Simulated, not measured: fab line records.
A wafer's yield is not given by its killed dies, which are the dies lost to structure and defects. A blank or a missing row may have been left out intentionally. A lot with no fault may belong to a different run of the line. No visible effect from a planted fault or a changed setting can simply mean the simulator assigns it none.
A lot that was struck, set against a sound lot    flow n5_finfet    23 steps out of a route of 1938
Sound: wafers L983.4, L983.5, L983.6. The struck wafers were L993.1, L993.4, L993.6. The cause is named last.
At each step with rows: each side's tool, then ch and its chambers, then its first start. Under that, the readings that differ: sound wafers    struck wafers    difference of the means    sigmas: that difference in standard deviations of wafers without a fault.
alike: readings with means less than 2 such deviations apart, plus words and numbers identical on both sides. not compared: withheld readings, readings lacking a value on some wafer, bounds such as >300 that could conceal the same value, and numbers that have no deviation in the record and whose values overlap.
Wherever a step has rows on one side only, a row that says differs or no value, or a row with sigmas, the two part there. Non-overlapping numbers with no deviation appear without sigmas and do not part them. A reading that every wafer of one side lacks parts them only if that side has two wafers or more.

first, 11 steps without rows for these wafers: N5_BEOL_M0_SAQP_STRIP_113 (strips in CHF3/O2); N5_BEOL_M0_SAQP_MANDREL_ETCH_20 (etches a-Si in HBr/Cl2, stops on SiNx, target depth 60 nm, bt time 10 s, time 30 s); N5_BEOL_M0_SAQP_STRIP_86 (strips in N2/H2); N5_BEOL_M0_SAQP_STRIP_115 (strips in post etch residue remover, time 60 s); N5_BEOL_M0_SAQP_SRD_93 (time 30 s); N5_BEOL_M0_SAQP_RECESS_114 (chemistry HF/NH3, target SiO2, target depth 14.4 nm, afs cycles 3, sublimation time 60 s); N5_BEOL_M0_SAQP_SPACER1_ALD_98 (deposits SiO2, target thk 12.8 nm, pulse time 1 s, purge time 2 s); N5_BEOL_M0_SAQP_SPACER1_ETCHBACK_99 (etches SiO2 in CHF3/O2, target depth 15.4 nm, time 7.7 s); N5_BEOL_M0_SAQP_MANDREL1_REMOVE_100 (chemistry HBr/Cl2/O2, target a-Si, stops on SiNx, bt time 10 s); N5_BEOL_M0_SAQP_ETCH_101 (etches SiNx in CH3F/O2, target depth 29.9 nm, time 42.7 s); N5_BEOL_M0_SAQP_ETCH_102 (etches SiO2 in CF4, target depth 4 nm, time 4.4 s).
N5_BEOL_M0_SAQP_MANDREL_ETCH_103: etches a-Si in HBr/Cl2, stops on SiCN, target depth 45 nm, bt time 10 s, time 27 s.
  sound on rie_si-03 ch 0,2,3, day 6 19:34; struck on rie_si-04 ch 0,1,2, day 9 12:49
  no value came back on the struck wafers for any of 6 readings (HBr_flow_sccm (sccm), bias_w (W) and others); on the sound wafers HBr_flow_sccm (sccm) reads 150.2 149.7 149.8
reading                                          sound        struck          difference  sigmas
model.SiCN_of_BEOL_M0_SAQP_PECVD_03.thk_nm (nm)  9.4 9.2 9.2  12.2 12.2 12.2  +2.9        
  not compared: rf_hours_counter_h
then, 2 steps without rows for these wafers: N5_BEOL_M0_SAQP_RECESS_104 (chemistry HF/NH3, target SiO2, target depth 18 nm, afs cycles 3, sublimation time 60 s); N5_BEOL_M0_SAQP_COAT_105 (time 60 s, resist thk 100 nm).
N5_BEOL_M0_SAQP_ETCH_106: etches SOC in N2/H2, stops on SiNx, target depth 150 nm.
  sound on rie_diel-03 ch 0,2,3, day 6 20:04; struck on rie_diel-05 ch 1,2, day 9 13:21
reading                         sound                 struck                difference  sigmas
chamber_pressure_mTorr (mTorr)  30.052 30.008 30.064  29.967 29.982 29.955  -0.073      -3
oes_product_au (a.u.)           0.67 0.73 0.84        0.32 0.25 0.32        -0.45       -6
  alike: bias_w, drypump_motor_current_A, rf_fwd_power_W, rf_vpp_V, showerhead_plenum_p_Torr, throttle_valve_pct
  not compared: rf_hours_counter_h
then, 2 steps without rows for these wafers: N5_BEOL_M0_SAQP_ETCH_107 (etches SiNx in CH3F/O2, target depth 30 nm); N5_BEOL_M0_SAQP_STRIP_108 (strips in N2/H2).
N5_BEOL_M0_SAQP_RECESS_109: chemistry HF/NH3, target SiO2, target depth 3 nm, afs cycles 1, sublimation time 60 s.
  sound on vapor_etch-02 ch 0,1, day 6 20:16; struck on vapor_etch-02 ch 0,1, day 9 14:09
reading                                          sound  struck        difference  sigmas
model.SiCN_of_BEOL_M0_SAQP_PECVD_03.thk_nm (nm)  9 9 9  11.8 12 11.8  +2.9        
  alike: drypump_motor_current_A
then, 1 step without rows for these wafers: N5_BEOL_M0_SAQP_SPACER2_ALD_26 (deposits SiO2, target thk 15 nm, pulse time 1 s, purge time 2 s).
N5_BEOL_M0_SAQP_SPACER2_ETCHBACK_27: etches SiO2 in CHF3/O2, target depth 22.5 nm, time 11.25 s.
  sound on rie_diel-03 ch 1,2, day 6 21:01; struck on rie_diel-02 ch 0,3, day 9 14:52
reading                sound           struck          difference  sigmas
oes_product_au (a.u.)  0.66 0.68 0.67  0.27 0.26 0.28  -0.40       -5
  alike: CHF3_flow_sccm, drypump_motor_current_A, rf_fwd_power_W, rf_vpp_V, showerhead_plenum_p_Torr, throttle_valve_pct
  not compared: rf_hours_counter_h
then, 1 step without rows for these wafers: N5_BEOL_M0_SAQP_MANDREL2_REMOVE_110 (chemistry HBr/Cl2/O2, target a-Si, stops on SiCN, bt time 10 s).
N5_BEOL_M4_RC_MEAS_101:
  the record has rows for the sound wafers here (prober-02 ch 0, day 11 02:08) and none for the struck ones
-- a jump in the record: the struck wafers' starts before and after are 9 days apart (it breaks off in module BEOL_M4 and resumes in module PASSIVATION, where the first step shown is number 1936 of the route) --
N5_PASSIVATION_PROBE_49:
  struck on prober-01, day 18 08:36; sound on prober-01, day 15 05:14
reading                   sound  struck          difference  sigmas
defect_limited_yield (%)  91.6   0 0 0           -92         -65
killed_at_M0_to_M3        27     1118 1120 1116  +1091       +99 or more
killed_dies               99     1180 1180 1180  +1081       +64
killed_on_rim             18     152 152 152     +134        +31
sort_bin_5_function (%)   4.9    96.4 96.4 96.8  +91.6       +94
sort_n_pass               1080   0 0 0           -1080       -64
sort_yield_pct (%)        91.5   0 0 0           -92         -65
  alike: killed_at_M4_up, killed_at_contacts, killed_at_front_end, killed_at_other, killed_open, killed_short, sort_bin_6_memory, sort_bin_8_speed

## WHERE THEY PART
First at N5_BEOL_M0_SAQP_MANDREL_ETCH_103; last, within this record, at N5_PASSIVATION_PROBE_49.

WHY: whatever the simulator had introduced
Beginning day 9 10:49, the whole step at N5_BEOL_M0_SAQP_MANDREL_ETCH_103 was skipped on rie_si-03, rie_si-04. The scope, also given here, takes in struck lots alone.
